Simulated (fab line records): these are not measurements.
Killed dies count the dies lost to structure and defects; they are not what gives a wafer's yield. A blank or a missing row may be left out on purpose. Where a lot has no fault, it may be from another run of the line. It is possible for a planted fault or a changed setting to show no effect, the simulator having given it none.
Which tool is to blame? || flow nand harc || 13 lots with 39 wafers sampled at 5 steps, on a route of 1302 steps

WHAT EACH GAUGE READ, for each wafer
NHARC_P_ZERO_WELL_CD_MEAS_11: the cd target is 500 nm.
{"lot": "L647", "measured": "day 2 07:14", "on": "cd sem-02", "cd nm (nm)": "496 499 497"}
{"lot": "L648", "measured": "day 2 17:14", "on": "cd sem-03", "cd nm (nm)": "498 499 501"}
{"lot": "L649", "measured": "day 3 03:14", "on": "cd sem-02", "cd nm (nm)": "500 504 496"}
{"lot": "L650", "measured": "day 3 13:18", "on": "cd sem-01", "cd nm (nm)": "494 498 494"}
{"lot": "L651", "measured": "day 3 23:08", "on": "cd sem-03", "cd nm (nm)": "494 500 504"}
{"lot": "L653", "measured": "day 4 19:17", "on": "cd sem-03", "cd nm (nm)": "502 501 498"}
{"lot": "L655", "measured": "day 5 15:15", "on": "cd sem-01", "cd nm (nm)": "499 500 498"}
{"lot": "L658", "measured": "day 6 21:14", "on": "cd sem-01", "cd nm (nm)": "501 499 498"}
{"lot": "L659", "measured": "day 7 07:14", "on": "cd sem-01", "cd nm (nm)": "499 497 495"}
{"lot": "L660", "measured": "day 7 17:15", "on": "cd sem-02", "cd nm (nm)": "490 495 498"}
{"lot": "L661", "measured": "day 8 03:15", "on": "cd sem-02", "cd nm (nm)": "500 497 494"}
{"lot": "L662", "measured": "day 8 13:15", "on": "cd sem-03", "cd nm (nm)": "498 494 495"}
{"lot": "L669", "measured": "day 11 11:15", "on": "cd sem-01", "cd nm (nm)": "499 503 495"}

NHARC_P_ZERO_WELL_CD_MEAS_24: the cd target is 720 nm.
{"lot": "L647", "measured": "day 2 08:35", "on": "cd sem-02", "cd nm (nm)": "717 718 719"}
{"lot": "L648", "measured": "day 2 18:37", "on": "cd sem-01", "cd nm (nm)": "714 712 721"}
{"lot": "L649", "measured": "day 3 05:21", "on": "cd sem-01", "cd nm (nm)": "721 720 717"}
{"lot": "L650", "measured": "day 3 14:38", "on": "cd sem-02", "cd nm (nm)": "717 715 718"}
{"lot": "L651", "measured": "day 4 00:41", "on": "cd sem-01", "cd nm (nm)": "716 714 717"}
{"lot": "L653", "measured": "day 4 20:38", "on": "cd sem-01", "cd nm (nm)": "720 722 719"}
{"lot": "L655", "measured": "day 5 16:35", "on": "cd sem-02", "cd nm (nm)": "718 718 723"}
{"lot": "L658", "measured": "day 6 22:35", "on": "cd sem-01", "cd nm (nm)": "714 715 721"}
{"lot": "L659", "measured": "day 7 08:35", "on": "cd sem-02", "cd nm (nm)": "717 719 719"}
{"lot": "L660", "measured": "day 7 18:45", "on": "cd sem-02", "cd nm (nm)": "698 698 699"}
{"lot": "L661", "measured": "day 8 04:28", "on": "cd sem-03", "cd nm (nm)": "717 718 722"}
{"lot": "L662", "measured": "day 8 14:37", "on": "cd sem-02", "cd nm (nm)": "719 721 721"}
{"lot": "L669", "measured": "day 11 12:36", "on": "cd sem-03", "cd nm (nm)": "724 716 722"}

NHARC_P_STI_CD_MEAS_09: the cd target is 200 nm.
{"lot": "L647", "measured": "day 3 06:49", "on": "cd sem-01", "cd nm (nm)": "198 196 200"}
{"lot": "L648", "measured": "day 3 14:37", "on": "cd sem-01", "cd nm (nm)": "197 199 199"}
{"lot": "L649", "measured": "day 4 01:02", "on": "cd sem-03", "cd nm (nm)": "200 201 204"}
{"lot": "L650", "measured": "day 4 10:49", "on": "cd sem-01", "cd nm (nm)": "203 197 198"}
{"lot": "L651", "measured": "day 4 22:28", "on": "cd sem-03", "cd nm (nm)": "196 198 199"}
{"lot": "L653", "measured": "day 5 21:01", "on": "cd sem-03", "cd nm (nm)": "201 203 194"}
{"lot": "L655", "measured": "day 6 13:28", "on": "cd sem-03", "cd nm (nm)": "191 198 197"}
{"lot": "L658", "measured": "day 7 20:59", "on": "cd sem-01", "cd nm (nm)": "203 202 205"}
{"lot": "L659", "measured": "day 8 04:51", "on": "cd sem-03", "cd nm (nm)": "196 198 201"}
{"lot": "L660", "measured": "day 8 15:32", "on": "cd sem-01", "cd nm (nm)": "202 201 202"}
{"lot": "L661", "measured": "day 9 02:15", "on": "cd sem-02", "cd nm (nm)": "193 198 201"}
{"lot": "L662", "measured": "day 9 11:04", "on": "cd sem-03", "cd nm (nm)": "205 202 199"}
{"lot": "L669", "measured": "day 12 08:52", "on": "cd sem-03", "cd nm (nm)": "198 200 198"}

NHARC_P_GATE_CD_MEAS_11: the cd target is 1640 nm.
{"lot": "L647", "measured": "day 4 14:50", "on": "cd sem-02", "cd nm (nm)": "1640.5 1638.2 1641.1"}
{"lot": "L648", "measured": "day 5 04:46", "on": "cd sem-02", "cd nm (nm)": "1640.0 1640.8 1639.3"}
{"lot": "L649", "measured": "day 5 16:05", "on": "cd sem-02", "cd nm (nm)": "1643.0 1641.1 1642.2"}
{"lot": "L650", "measured": "day 6 02:35", "on": "cd sem-03", "cd nm (nm)": "1638.8 1636.2 1635.9"}
{"lot": "L651", "measured": "day 6 10:40", "on": "cd sem-03", "cd nm (nm)": "1639.3 1643.0 1641.0"}
{"lot": "L653", "measured": "day 7 13:01", "on": "cd sem-02", "cd nm (nm)": "1637.2 1639.8 1640.8"}
{"lot": "L655", "measured": "day 8 02:20", "on": "cd sem-02", "cd nm (nm)": "1641.0 1639.0 1640.1"}
{"lot": "L658", "measured": "day 9 11:51", "on": "cd sem-03", "cd nm (nm)": "1640.5 1640.6 1642.3"}
{"lot": "L659", "measured": "day 9 17:07", "on": "cd sem-01", "cd nm (nm)": "1639.3 1638.0 1639.4"}
{"lot": "L660", "measured": "day 10 13:55", "on": "cd sem-01", "cd nm (nm)": "1640.3 1638.9 1636.8"}
{"lot": "L661", "measured": "day 10 14:05", "on": "cd sem-02", "cd nm (nm)": "1640.5 1639.1 1642.7"}
{"lot": "L662", "measured": "day 11 06:37", "on": "cd sem-02", "cd nm (nm)": "1640.9 1642.5 1638.8"}
{"lot": "L669", "measured": "day 13 21:14", "on": "cd sem-03", "cd nm (nm)": "1639.3 1641.5 1641.0"}

TOOL THAT RAN EACH LOT (tool first, then ch and the chambers of the sampled wafers, then the start)
{"lot": "L647", "NHARC_P_ZERO_WELL_EXPOSE_21": "krf scanner-03 ch 0, day 2 08:26"}
{"lot": "L648", "NHARC_P_ZERO_WELL_EXPOSE_21": "krf scanner-02 ch 0, day 2 18:28"}
{"lot": "L649", "NHARC_P_ZERO_WELL_EXPOSE_21": "krf scanner-04 ch 0, day 3 05:11"}
{"lot": "L650", "NHARC_P_ZERO_WELL_EXPOSE_21": "krf scanner-04 ch 0, day 3 14:28"}
{"lot": "L651", "NHARC_P_ZERO_WELL_EXPOSE_21": "krf scanner-03 ch 0, day 4 00:32"}
{"lot": "L653", "NHARC_P_ZERO_WELL_EXPOSE_21": "krf scanner-04 ch 0, day 4 20:29"}
{"lot": "L655", "NHARC_P_ZERO_WELL_EXPOSE_21": "krf scanner-03 ch 0, day 5 16:26"}
{"lot": "L658", "NHARC_P_ZERO_WELL_EXPOSE_21": "krf scanner-03 ch 0, day 6 22:26"}
{"lot": "L659", "NHARC_P_ZERO_WELL_EXPOSE_21": "krf scanner-04 ch 0, day 7 08:26"}
{"lot": "L660", "NHARC_P_ZERO_WELL_EXPOSE_21": "krf scanner-03 ch 0, day 7 18:36"}
{"lot": "L661", "NHARC_P_ZERO_WELL_EXPOSE_21": "krf scanner-03 ch 0, day 8 04:19"}
{"lot": "L662", "NHARC_P_ZERO_WELL_EXPOSE_21": "krf scanner-02 ch 0, day 8 14:27"}
{"lot": "L669", "NHARC_P_ZERO_WELL_EXPOSE_21": "krf scanner-03 ch 0, day 11 12:26"}
- NHARC_P_ZERO_WELL_EXPOSE_21: exposes mask P NWELL, target cd 720 nm.

AS READ BY THE TOOLS THEMSELVES (means over the sampled wafers that have a number; for cases with no such wafer, the mark the record gives instead)
The record holds no such reading with a usual standard deviation.

THE ANSWER, worked out from the rows above alone
Rule: usual is defined by the lots themselves. Put in order of their means at a reading, lots are off if they are a third of the lots or fewer, leave a main group of 4 or more, and stand apart from it by a gap of 3 or more times the standard deviation of the main group's means; of several such gaps the widest counts. If all means in a main group match to the digits the tables above print for the reading, that group is not used. A lot without any number at a reading at which 4 lots or more have one is off too. The other lots that the step has rows for count as sound. The gauges are gone through in route order, then the tools' own readings, and for those a lot's mean is taken as printed above. At the first step where some lot is off, the reading lying furthest off is the one used; lots without a number count as furthest.
Off: L660, at NHARC_P_ZERO_WELL_CD_MEAS_24 (cd nm). Mean 718 nm and standard deviation 1.7 in the main group.
A tool fits if, at a process step before that reading, it ran every lot that is off, and no sound lot after the first of them. Those tools and the gauges at NHARC_P_ZERO_WELL_CD_MEAS_24 are tried in the same way. Of those tried, none fits.

WHAT THE SIMULATOR HAD PUT IN
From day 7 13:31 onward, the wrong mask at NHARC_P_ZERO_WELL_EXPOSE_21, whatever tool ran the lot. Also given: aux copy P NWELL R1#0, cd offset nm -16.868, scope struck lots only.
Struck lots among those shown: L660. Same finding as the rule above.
